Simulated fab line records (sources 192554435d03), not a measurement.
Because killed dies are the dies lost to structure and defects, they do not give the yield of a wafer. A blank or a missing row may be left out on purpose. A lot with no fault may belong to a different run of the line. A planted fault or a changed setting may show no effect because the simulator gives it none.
Split-lot experiment + flow n5-finfet + 21 wafers read from 7 lots, route of 1938 steps

ABOUT THE SPLIT
At N5_BEOL_M2_ETCH_64 (etches SOC in N2/H2, target depth 75 nm, overetch 22.5 nm, time 121.9 s), the setting source-w was moved away from the recipe's 840 W on 9 of the 21 wafers read, by -15.0% to +13.2%. All remaining wafers had this setting at the recipe value.

The reading comes from the split's own step.

THE READING
rf-vpp-V, in V, at N5_BEOL_M2_ETCH_64 (etches SOC in N2/H2, target depth 75 nm, overetch 22.5 nm, time 121.9 s). Typical for fault-free wafers on this fab line: 524.7 V, with standard deviation 1.9 V.

| wafer  | tool, chamber at the split | source-w as run, W | against the recipe | rf-vpp-V, V | against lot-mates on the recipe |
|--------|----------------------------|--------------------|--------------------|-------------|---------------------------------|
| L086.1 | rie-diel-06, 3             | 742.1              | -11.7%             | 544.5       | +17.9                           |
| L086.2 | rie-diel-06, 0             | 840                | recipe             | 526.6       | -                               |
| L086.3 | rie-diel-06, 2             | 742.1              | -11.7%             | 546.3       | +19.7                           |
| L088.1 | rie-diel-01, 1             | 714.4              | -15.0%             | 553.1       | +28.2                           |
| L088.2 | rie-diel-01, 3             | 714.4              | -15.0%             | 552.9       | +28.0                           |
| L088.3 | rie-diel-01, 0             | 840                | recipe             | 524.9       | -                               |
| L089.2 | rie-diel-03, 3             | 951                | +13.2%             | 501.3       | no lot-mate on the recipe       |
| L089.4 | rie-diel-03, 1             | 951                | +13.2%             | 500.8       | no lot-mate on the recipe       |
| L089.5 | rie-diel-03, 2             | 951                | +13.2%             | 505.3       | no lot-mate on the recipe       |
| L090.1 | rie-diel-03, 3             | 840                | recipe             | 522.6       | -                               |
| L090.3 | rie-diel-03, 1             | 840                | recipe             | 524.0       | -                               |
| L090.5 | rie-diel-03, 1             | 840                | recipe             | 522.7       | -                               |
| L092.1 | rie-diel-01, 3             | 840                | recipe             | 522.1       | -                               |
| L092.2 | rie-diel-01, 1             | 840                | recipe             | 525.1       | -                               |
| L092.5 | rie-diel-01, 2             | 840                | recipe             | 523.5       | -                               |
| L093.2 | rie-diel-06, 3             | 840                | recipe             | 523.2       | -                               |
| L093.4 | rie-diel-06, 2             | 895.1              | +6.6%              | 515.8       | -8.4                            |
| L093.5 | rie-diel-06, 0             | 840                | recipe             | 525.1       | -                               |
| L097.1 | rie-diel-06, 1             | 905.8              | +7.8%              | 514.2       | -11.3                           |
| L097.3 | rie-diel-06, 0             | 840                | recipe             | 525.6       | -                               |
| L097.4 | rie-diel-06, 2             | 840                | recipe             | 525.5       | -                               |

THE FIT
A straight line over all 21 wafers: rf-vpp-V changes by -1.75 V for each +1% of source-w; r = -0.99; the points scatter about the line by 1.8 V.
The same after taking each lot's own level away (the mean of its wafers on the recipe; 18 wafers): -1.71 V for each +1%; r = -0.99; scatter 1.4 V.
Per that fit: largest source-w move, reading shift of 26 V.
The lots' own levels span 523.10 to 526.60 V, that is 1.8 times the standard deviation above.
The two slopes are in agreement: the lot-to-lot level therefore moves the slope only a little.
Check: with one of the wafers moved furthest among these (-15.0%) left out of the fit, the line predicts +25.1 V for it against its lot-mates. It came out at +28.2 V against them.
Tool readings at the split's step, against how far the setting was moved: rf-vpp-V r = -0.99.

THESE WAFERS: OTHER SPLITS
These wafers also went through other splits before the reading. Each is held against what the fit with the lots' levels taken away leaves over:
| other split on the same wafers            | wafers away from the commonest value | r with rf-vpp-V (lot level and that fit taken away) |
|-------------------------------------------|--------------------------------------|-----------------------------------------------------|
| N5_GATE_CUT_ETCH_36 cf4-flow-sccm         | 5                                    | +0.16                                               |
| N5_MOL_CONTACT_COAG_EXPOSE_37 dose-mj     | 8                                    | +0.20                                               |
| N5_MOL_CONTACT_COAG_ALD_133 ald-cycles    | 5                                    | +0.25                                               |
| N5_BEOL_M0_SAQP_SPACER1_ALD_98 ald-cycles | 7                                    | -0.32                                               |
| N5_BEOL_M1_TRENCH_ETCH_37 time-s          | 6                                    | -0.12                                               |
| N5_BEOL_M2_DESCUM_16 time-s               | 9                                    | +0.28                                               |

THE FILE'S OWN FIT
rf-vpp-V changes by -1.69 V for each +1% of source-w, r = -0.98.
